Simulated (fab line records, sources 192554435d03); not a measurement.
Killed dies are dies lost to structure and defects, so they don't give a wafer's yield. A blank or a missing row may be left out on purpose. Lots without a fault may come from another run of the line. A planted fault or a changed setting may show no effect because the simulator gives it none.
Split-lot experiment | flow n5_finfet | 7 lots, 21 wafers read, on a route of 1938 steps

THE SPLIT
At N5_BEOL_M2_DEP_57 (deposits SiCN from 3MS/NH3, target thk 8 nm, time 14 s), the setting time_s was moved away from the recipe's 14 s on 6 of the 21 wafers read, by -9.6% to +6.0%. The other wafers ran this setting at the recipe's value.

The reading is taken at the split's own step.

THE READING
SiCN_of_BEOL_M2_DEP_57.thk_nm (the simulator's own value, which no gauge read), in nm, at N5_BEOL_M2_DEP_57 (deposits SiCN from 3MS/NH3, target thk 8 nm, time 14 s). The file gives no usual value for it. The 15 wafers here that ran the recipe average 8.1 nm, standard deviation 0.14 nm.

wafer  | tool, chamber at the split | time_s as run, s | against the recipe | SiCN_of_BEOL_M2_DEP_57.thk_nm, nm | against lot-mates on the recipe
L076.1 | pecvd-02, 0,2              | 14               | recipe             | 8.2                               | -
L076.2 | pecvd-02, 0,2              | 14               | recipe             | 8.2                               | -
L076.6 | pecvd-02, 2                | 14.79            | +5.6%              | 8.8                               | +0.6
L081.2 | pecvd-01, 0,1              | 12.75            | -8.9%              | 7.4                               | -0.8
L081.5 | pecvd-01, 0,1              | 12.75            | -8.9%              | 7.4                               | -0.8
L081.6 | pecvd-01, 0                | 14               | recipe             | 8.2                               | -
L086.3 | pecvd-04, 0                | 12.66            | -9.6%              | 7.4                               | -0.8
L086.4 | pecvd-04, 1                | 12.66            | -9.6%              | 7.2                               | -1.0
L086.5 | pecvd-04, 1                | 14               | recipe             | 8.2                               | -
L089.2 | pecvd-02, 0                | 14               | recipe             | 7.8                               | -
L089.3 | pecvd-02, 2                | 14               | recipe             | 8                                 | -
L089.4 | pecvd-02, 2                | 14               | recipe             | 8                                 | -
L091.3 | pecvd-02, 0                | 14               | recipe             | 8                                 | -
L091.4 | pecvd-02, 2                | 14.84            | +6.0%              | 8.6                               | +0.5
L091.5 | pecvd-02, 1                | 14               | recipe             | 8.2                               | -
L095.2 | pecvd-01, 1                | 14               | recipe             | 7.8                               | -
L095.4 | pecvd-01, 2,1              | 14               | recipe             | 8.2                               | -
L095.6 | pecvd-01, 2,1              | 14               | recipe             | 8.2                               | -
L097.1 | pecvd-01, 1                | 14               | recipe             | 8                                 | -
L097.3 | pecvd-01, 0,1              | 14               | recipe             | 8.2                               | -
L097.6 | pecvd-01, 0,1              | 14               | recipe             | 8.2                               | -
Where a row lists several chambers, the file gives one row for several wafers and doesn't say which wafer went through which chamber.

THE FIT
A straight line over all 21 wafers: SiCN_of_BEOL_M2_DEP_57.thk_nm changes by +0.0855 nm for each +1% of time_s; r = +0.94; the points scatter about the line by 0.14 nm.
The same after taking each lot's own level away (the mean of its wafers on the recipe; 21 wafers): +0.0925 nm for each +1%; r = +0.97; scatter 0.11 nm.
On that fit, the largest move of time_s shifts the reading by 0.88 nm.
The lots' own levels span 7.93 to 8.20 nm, that is 1.9 times the standard deviation above.
So the lot-to-lot level changes the slope little: the two slopes agree.
Check: with one of the wafers moved furthest among these (-9.6%) left out of the fit, the line predicts -0.908 nm for it against its lot-mates. It came out at -0.8 nm against them.

OTHER SPLITS ON THESE WAFERS
These wafers also went through other splits before the reading. Each is held against what the fit with the lots' levels taken away leaves over:
other split on the same wafers              | wafers away from the commonest value | r with SiCN_of_BEOL_M2_DEP_57.thk_nm (lot level and that fit taken away)
N5_MOL_CONTACT_COAG_DESCUM_45 time_s        | 8                                    | +0.01
N5_BEOL_M0_SAQP_ETCH_106 target_depth_a     | 8                                    | +0.08
N5_BEOL_M0_SAQP_SPACER2_ALD_26 target_thk_a | 5                                    | +0.28
N5_BEOL_M0_ETCH_138 source_w                | 5                                    | +0.04
N5_BEOL_M0_ETCH_128 source_w                | 7                                    | -0.31
N5_BEOL_M1_VIA_ETCH_34 time_s               | 8                                    | -0.10
N5_BEOL_M1_TRENCH_ETCH_37 bias_w            | 8                                    | -0.13

THE FILE'S OWN FIT
SiCN_of_BEOL_M2_DEP_57.thk_nm changes by +0.0926 nm for each +1% of time_s, r = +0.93.
